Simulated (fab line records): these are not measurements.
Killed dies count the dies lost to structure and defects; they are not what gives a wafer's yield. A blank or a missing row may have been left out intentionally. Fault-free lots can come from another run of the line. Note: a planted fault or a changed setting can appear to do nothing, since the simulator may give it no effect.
The tool behind it: which one? | flow n5-finfet | 27 wafers from 9 lots sampled at 8 of the route's 1938 steps

== WHAT EACH GAUGE READ, for each wafer ==
N5_ZERO_LAYER_INSPECT_20: inspects for defects (darkfield). Usual: raw-defect-count at 36, with a standard deviation of 17.
lot  | measured    | on                | raw-defect-count | flag
L385 | day 1 19:20 | defect-inspect-02 | 23 27 15         |
L388 | day 2 13:23 | defect-inspect-02 | 29 44 22         |
L391 | day 3 07:26 | defect-inspect-01 | 59 38 32         |
L397 | day 4 19:23 | defect-inspect-01 | 41 78 58         |
L398 | day 5 01:24 | defect-inspect-01 | 17 12 29         |
L402 | day 6 09:14 | defect-inspect-02 | 38 35 32         |
L403 | day 6 09:22 | defect-inspect-01 | 31 36 45         |
L406 | day 7 01:24 | defect-inspect-01 | 27 20 566        | OFF
L407 | day 7 07:25 | defect-inspect-02 | 54 50 62         |

N5_WELL_APT_INSPECT_10: inspects for defects (macro). Usual: raw-defect-count at 2.1, with a standard deviation of 1.4.
lot  | measured    | on                | raw-defect-count | flag
L385 | day 1 19:49 | defect-inspect-02 | 0 3 3            |
L388 | day 2 13:44 | defect-inspect-01 | 3 4 2            |
L391 | day 3 07:47 | defect-inspect-02 | 2 0 4            |
L397 | day 4 19:44 | defect-inspect-01 | 1 0 2            |
L398 | day 5 01:53 | defect-inspect-02 | 1 5 1            |
L402 | day 6 09:36 | defect-inspect-01 | 2 0 2            |
L403 | day 6 09:50 | defect-inspect-01 | 4 4 1            |
L406 | day 7 01:53 | defect-inspect-02 | 5 3 >300         |
L407 | day 7 07:47 | defect-inspect-01 | 2 2 2            |

N5_WELL_APT_INSPECT_38: inspects for defects (darkfield). Usual: raw-defect-count at 13, with a standard deviation of 5.1.
lot  | measured    | on                | raw-defect-count | flag
L385 | day 1 23:01 | defect-inspect-02 | 22 13 9          |
L388 | day 2 16:46 | defect-inspect-02 | 8 7 17           |
L391 | day 3 10:43 | defect-inspect-02 | 9 10 15          |
L397 | day 4 22:52 | defect-inspect-02 | 8 9 10           |
L398 | day 5 05:03 | defect-inspect-02 | 16 17 14         |
L402 | day 6 13:33 | defect-inspect-02 | 18 11 15         |
L403 | day 6 12:56 | defect-inspect-02 | 13 21 14         |
L406 | day 7 05:12 | defect-inspect-02 | 20 29 552        | OFF
L407 | day 7 10:48 | defect-inspect-02 | 24 21 12         |

N5_BEOL_M4_RC_MEAS_101. Usual: DIBL_N 36.2 mV/V, standard deviation 1.6; DIBL_P 36.5 mV/V, standard deviation 1.9; IOFF_N 0.158 nA/um, standard deviation 0.027; IOFF_P 0.21 nA/um, standard deviation 0.038; ION_N 675 uA/um, standard deviation 12; ION_P 464 uA/um, standard deviation 8.9; SS_N 71.5 mV/dec, standard deviation 0.61; SS_P 73.4 mV/dec, standard deviation 0.59; VT_N 250.4 mV, standard deviation 3; VT_P -250 mV, standard deviation 3.6.
lot  | measured     | on        | DIBL_N (mV/V)  | DIBL_P (mV/V)  | IOFF_N (nA/um)    | IOFF_P (nA/um) | ION_N (uA/um) | ION_P (uA/um) | SS_N (mV/dec)  | SS_P (mV/dec)  | VT_N (mV)         | VT_P (mV)      | flag
L385 | day 7 20:24  | prober-01 | 37.7 36.3 38.5 | 38.5 36.5 39.0 | 0.175 0.146 0.194 | 0.26 0.22 0.27 | 683 676 683   | 474 472 468   | 72.3 71.1 72.0 | 74.0 73.0 74.1 | 251.0 251.9 247.4 | -247 -250 -245 |
L388 | day 8 18:03  | prober-02 | 34.7 36.7 35.4 | 34.0 37.3 35.1 | 0.134 0.164 0.147 | 0.16 0.21 0.17 | 658 661 650   | 450 457 446   | 70.6 71.9 71.8 | 72.6 73.3 72.7 | 253.2 253.0 254.2 | -257 -250 -256 |
L391 | day 9 19:01  | prober-01 | 34.9 34.2 36.7 | 34.8 34.6 37.9 | 0.129 0.121 0.165 | 0.20 0.19 0.25 | 673 665 685   | 465 461 474   | 71.5 71.3 72.1 | 73.4 72.7 73.2 | 255.7 254.4 248.9 | -249 -251 -245 |
L397 | day 11 09:55 | prober-02 | 36.5 35.6 36.6 | 35.8 35.8 36.3 | 0.149 0.133 0.158 | 0.23 0.24 0.24 | 669 668 687   | 466 473 477   | 72.0 71.4 71.9 | 73.0 73.2 73.9 | 250.0 252.2 248.9 | -248 -245 -247 |
L398 | day 11 15:15 | prober-01 | 36.2 39.3 38.4 | 37.1 40.7 39.7 | 0.157 0.232 0.198 | 0.25 0.31 0.31 | 685 699 686   | 473 480 474   | 70.6 72.4 71.0 | 73.1 74.5 74.5 | 247.2 243.7 244.2 | -246 -241 -240 |
L402 | day 12 17:14 | prober-01 | 35.9 37.0 38.6 | 35.2 37.2 40.1 | 0.144 0.162 0.212 | 0.20 0.23 0.30 | 699 691 705   | 475 467 488   | 71.7 71.6 72.1 | 73.5 74.1 74.0 | 248.9 248.4 245.7 | -250 -251 -242 |
L403 | day 12 12:52 | prober-01 | 37.6 35.3 34.3 | 39.8 38.0 36.5 | 0.205 0.153 0.132 | 0.24 0.21 0.18 | 676 669 658   | 460 462 459   | 72.9 71.9 71.9 | 74.1 74.0 73.4 | 246.6 252.0 253.2 | -249 -251 -253 |
L406 | day 14 08:34 | prober-02 | 35.0 34.2 32.9 | 34.8 34.5 33.3 | 0.149 0.141 0.116 | 0.22 0.22 0.19 | 664 686 666   | 463 482 469   | 71.1 70.4 71.3 | 72.8 73.0 73.1 | 250.4 249.9 252.7 | -248 -248 -251 |
L407 | day 14 01:01 | prober-01 | 38.4 36.2 36.0 | 38.9 36.3 35.3 | 0.223 0.157 0.158 | 0.30 0.23 0.21 | 690 666 675   | 478 461 461   | 73.0 71.9 71.6 | 74.6 73.7 72.9 | 246.9 252.2 252.8 | -245 -248 -252 |

== EACH LOT AND THE TOOL THAT RAN IT (in order: tool; ch and the chambers of the sampled wafers; start) ==
lot  | N5_ZERO_LAYER_PRECLEAN_00          | N5_ZERO_LAYER_PECVD_02         | N5_WELL_APT_RTA_34              | N5_PMOS_HMC_CHANNEL_EPI_CMP_21
L385 | wet-bench-06 ch 0,2,5, day 1 18:04 | pecvd-03 ch 0,1,2, day 1 18:17 | rtp-anneal-02 ch 0, day 1 22:07 | cmp-01 ch 1,3, day 2 01:31
L388 | wet-bench-06 ch 0,1,2, day 2 12:04 | pecvd-03 ch 1,2, day 2 12:17   | rtp-anneal-02 ch 0, day 2 15:55 | cmp-01 ch 0,2,3, day 2 19:14
L391 | wet-bench-03 ch 2,6,7, day 3 06:04 | pecvd-02 ch 0,2, day 3 06:17   | rtp-anneal-02 ch 0, day 3 09:52 | cmp-01 ch 0,1, day 3 13:15
L397 | wet-bench-02 ch 1,5,6, day 4 18:04 | pecvd-02 ch 0,1,2, day 4 18:17 | rtp-anneal-02 ch 0, day 4 21:49 | cmp-03 ch 0,1,2, day 5 01:23
L398 | wet-bench-06 ch 1,2,6, day 5 00:04 | pecvd-02 ch 0,1, day 5 00:18   | rtp-anneal-02 ch 0, day 5 03:58 | cmp-01 ch 1,2,3, day 5 07:26
L402 | wet-bench-03 ch 0,3,6, day 6 00:04 | pecvd-01 ch 0,1,2, day 6 00:17 | rtp-anneal-01 ch 0, day 6 12:29 | cmp-01 ch 0,2,3, day 6 16:29
L403 | wet-bench-02 ch 0,1,2, day 6 06:04 | pecvd-02 ch 1,2, day 6 06:17   | rtp-anneal-02 ch 0, day 6 12:04 | cmp-01 ch 0,1,2, day 6 15:28
L406 | wet-bench-06 ch 1,5,6, day 7 00:04 | pecvd-01 ch 1,2, day 7 00:17   | rtp-anneal-01 ch 0, day 7 04:08 | cmp-02 ch 1,2,3, day 7 07:40
L407 | wet-bench-03 ch 1,4,5, day 7 06:04 | pecvd-03 ch 0,1, day 7 06:18   | rtp-anneal-01 ch 0, day 7 09:56 | cmp-03 ch 1,2,3, day 7 13:22
- N5_ZERO_LAYER_PRECLEAN_00: cleans in SPM, time 600 s.
- N5_ZERO_LAYER_PECVD_02: deposits SiO2 from SiH4/N2O, target thk 10 nm, time 6 s.
- N5_WELL_APT_RTA_34: time 10 s.
- N5_PMOS_HMC_CHANNEL_EPI_CMP_21: polishes SiGe30, target thk 54 nm.

== AS READ BY THE TOOLS THEMSELVES (means over the sampled wafers that have a number; for cases with no such wafer, the mark the record gives instead) ==
N5_ZERO_LAYER_PECVD_02. Usual: heater-power-w 802 W, standard deviation 93; showerhead-plenum-p-Torr 8.10 Torr, standard deviation 0.1.
lot  | tool     | heater-power-w (W) | showerhead-plenum-p-Torr (Torr) | flag
L385 | pecvd-03 | 789                | 8.04                            |
L388 | pecvd-03 | 773                | 8.09                            |
L391 | pecvd-02 | 876                | 8.11                            |
L397 | pecvd-02 | 829                | 8.15                            |
L398 | pecvd-02 | 805                | 8.15                            |
L402 | pecvd-01 | 766                | 8.14                            |
L403 | pecvd-02 | 958                | 8.24                            |
L406 | pecvd-01 | 841                | 8.13                            |
L407 | pecvd-03 | 797                | 7.98                            |

N5_WELL_APT_RTA_34. Usual: lamp-power-pct 13.01 %, standard deviation 0.057; lamp_zone_2_pct 12.99 %, standard deviation 0.036; lamp_zone_7_pct 13.42 %, standard deviation 0.03; wafer_temp_C_max 1003.7, standard deviation 0.99.
lot  | tool          | lamp-power-pct (%) | lamp_zone_2_pct (%) | lamp_zone_7_pct (%) | wafer_temp_C_max | flag
L385 | rtp-anneal-02 | 12.97              | 12.95               | 13.46               | 1003.0           |
L388 | rtp-anneal-02 | 13.02              | 13.01               | 13.42               | 1004.0           |
L391 | rtp-anneal-02 | 12.97              | 12.98               | 13.42               | 1003.3           |
L397 | rtp-anneal-02 | 13.02              | 12.98               | 13.42               | 1003.4           |
L398 | rtp-anneal-02 | 12.97              | 12.98               | 13.42               | 1003.8           |
L402 | rtp-anneal-01 | 13.02              | 13.00               | 13.43               | 1004.1           |
L403 | rtp-anneal-02 | 12.98              | 13.00               | 13.45               | 1002.9           |
L406 | rtp-anneal-01 | 13.00              | 13.00               | 13.43               | 1003.3           |
L407 | rtp-anneal-01 | 13.13              | 12.98               | 13.44               | 1004.1           |

N5_PMOS_HMC_CHANNEL_EPI_CMP_21. Usual: motor-current-A at 12.1 A, with a standard deviation of 1.2.
lot  | tool   | motor-current-A (A) | flag
L385 | cmp-01 | 11.4                |
L388 | cmp-01 | 13.0                |
L391 | cmp-01 | 12.5                |
L397 | cmp-03 | 12.4                |
L398 | cmp-01 | 12.0                |
L402 | cmp-01 | 13.0                |
L403 | cmp-01 | 12.1                |
L406 | cmp-02 | 11.3                |
L407 | cmp-03 | 12.4                |

== THE ANSWER, worked out from the rows above alone ==
Rule: lot off if the mean of its wafers having a number is beyond 3 standard deviations from the usual mean. Also off: a lot with no number at a reading for which 4 or more lots have one. Any other lot the step has rows for is counted as sound. First the gauges in route order, then the tools' own readings, where a lot's mean is used as printed above. The first step at which some lot is off is used, and at that step the reading that is off furthest; a lot without a number counts as furthest.
Off: L406, at N5_ZERO_LAYER_INSPECT_20 (raw-defect-count).
A tool fits if, at a process step before that reading, it ran every lot that is off, and no sound lot after the first of them. Not tried: the gauges at N5_ZERO_LAYER_INSPECT_20; whatever is off there is also off at N5_WELL_APT_INSPECT_38, on other tools, and gauge error can't account for it. Can't be told from this: 2 tools fit, wet-bench-06 at N5_ZERO_LAYER_PRECLEAN_00, pecvd-01 at N5_ZERO_LAYER_PECVD_02.

== WHAT HAD BEEN PUT IN BY THE SIMULATOR ==
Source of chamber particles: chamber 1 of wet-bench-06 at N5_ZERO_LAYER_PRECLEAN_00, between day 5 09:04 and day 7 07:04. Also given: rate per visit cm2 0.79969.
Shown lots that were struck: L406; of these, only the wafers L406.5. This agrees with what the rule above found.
